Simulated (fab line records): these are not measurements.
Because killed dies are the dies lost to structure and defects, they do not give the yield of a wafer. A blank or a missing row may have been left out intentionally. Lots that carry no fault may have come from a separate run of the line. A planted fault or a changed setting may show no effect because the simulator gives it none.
Comparing a struck lot with a sound one ; flow n5 finfet ; 36 out of 1938 route steps
Sound: the wafers L675.2, L675.3, L675.5. Wafers L682.1, L682.3, L682.4 were the ones struck. The cause is given at the end.
For every step that has rows: the tool of each side, followed by ch and its chambers, followed by its first start. Under that, the readings that differ: sound wafers ; struck wafers ; difference of the means ; sigmas: that difference in standard deviations of wafers without a fault.
alike: readings whose means differ by less than 2 such deviations, and words and numbers that are the same on both sides. not compared: withheld readings, readings that some wafer has no value for, bounds like >300 that may hide the same value, and numbers for which the record gives no deviation and whose values overlap.
A row with sigmas, a row that says differs or no value, or rows on one side alone: a step with any of these is where the two part. When numbers do not overlap yet have no deviation, they are printed without sigmas and do not part them. A reading that every wafer of one side lacks parts them only if that side has two wafers or more.

first, 9 steps without rows for these wafers: N5_STI_FIN_REVEAL_PRECLEAN_18 (cleans in SC2, time 45 s); N5_STI_FIN_REVEAL_SRD_28 (time 30 s); N5_DUMMY_GATE_PRECLEAN_00 (cleans in O3/DIW, time 60 s); N5_DUMMY_GATE_SRD_01 (time 30 s); N5_DUMMY_GATE_ALD_02 (deposits SiO2, target thk 2 nm, pulse time 1 s); N5_DUMMY_GATE_CVD_03 (deposits a-Si from SiH4, target thk 150 nm, time 8042 s); N5_DUMMY_GATE_PRECLEAN_46 (cleans in DIW, time 89.5 s); N5_DUMMY_GATE_SRD_47 (dry time 32 s); N5_DUMMY_GATE_CMP_04 (polishes a-Si).
N5_DUMMY_GATE_HM_DEP_06: deposits SiNx from DCS/NH3, target thk 80 nm, time 5141 s.
  sound on lpcvd-02 ch 0/70,0/75,0/84, day 3 20:07; struck on lpcvd-02 ch 1/100,1/104,1/90, day 5 13:17
reading;sound;struck;difference;sigmas
model.SiNx_of_DUMMY_GATE_HM_DEP_06.thk nm (nm);81.2 81.2 81.6;76 76 76.4;-5;
then, 24 steps without rows for these wafers: N5_DUMMY_GATE_PECVD_30 (deposits SiO2 from TEOS/O2, target thk 55 nm, time 10.8 s); N5_DUMMY_GATE_COAT_34 (time 60 s, resist thk 60 nm); N5_DUMMY_GATE_COAT_35 (time 60 s, resist thk 10 nm); N5_DUMMY_GATE_COAT_28 (time 60 s, resist thk 10 nm); N5_DUMMY_GATE_COAT_09 (resist thk 30 nm); N5_DUMMY_GATE_EBR_11; N5_DUMMY_GATE_SOFTBAKE_10 (time 60 s); N5_DUMMY_GATE_EXPOSE_12 (exposes mask GATE, target cd 25 nm); N5_DUMMY_GATE_PEB_13 (peb time 60 s); N5_DUMMY_GATE_DEVELOP_14 (develop time 30 s); N5_DUMMY_GATE_DESCUM_20 (chemistry O2, time 6.2 s); N5_DUMMY_GATE_ETCH_29 (etches underlayer in N2/H2, target depth 13 nm); N5_DUMMY_GATE_ETCH_36 (etches SiARC in CF4, target depth 13 nm); N5_DUMMY_GATE_ETCH_37 (etches SOC in N2/H2, target depth 60 nm, overetch 30 nm); N5_DUMMY_GATE_STRIP_38 (strips in N2/H2); N5_DUMMY_GATE_STRIP_39 (strips in N2/H2); N5_DUMMY_GATE_TRIM_49 (chemistry O2, time 29 s, target cd 14 nm); N5_DUMMY_GATE_STRIP_40 (strips in CF4); N5_DUMMY_GATE_ETCH_31 (etches SiO2 in C4F6/O2, target depth 82.5 nm, time 27.5 s); N5_DUMMY_GATE_STRIP_41 (strips in O2); N5_DUMMY_GATE_HM_OPEN_21 (chemistry CH3F/O2, target SiNx, target depth 120 nm, time 171.4 s); N5_DUMMY_GATE_ETCH_32 (etches SiO2 in CF4, target depth 3.5 nm, time 3.9 s); N5_DUMMY_GATE_ETCH_23 (etches poly-Si in HBr/Cl2/O2, target depth 41 nm, time 22.3 s); N5_DUMMY_GATE_ETCH_44 (etches poly-Si in HBr/O2, stops on SiO2, target depth 127.5 nm).
N5_ILD0_CMP_03: polishes, stops on SiNx, t overpolish 1.9 s, target thk 197.38 nm.
  sound on cmp-04 ch 0,1,3, day 4 15:20; struck on cmp-01 ch 1,2,3, day 6 08:51
reading;sound;struck;difference;sigmas
model.SiNx_of_DUMMY_GATE_HM_DEP_06.thk nm (nm);78.2 78.2 78.6;73 73 73.4;-5;
  alike: motor current A, overpolish run s, time to endpoint s
-- the record jumps here: 9 days lie between the struck wafers' starts before and after (it left off in module ILD0 and takes up again in module PASSIVATION, whose first step shown is number 1936 of the route) --
N5_PASSIVATION_PROBE_49:
  sound on prober-02 at day 13 01:13; struck on prober-01 at day 15 11:55
  alike: killed_at_M0_to_M3, killed_at_M4_up, killed at contacts, killed at front end, killed at other, killed dies, killed open, killed short

## WHERE THEY PART
Nowhere in this record.

WHY: what the simulator had put in
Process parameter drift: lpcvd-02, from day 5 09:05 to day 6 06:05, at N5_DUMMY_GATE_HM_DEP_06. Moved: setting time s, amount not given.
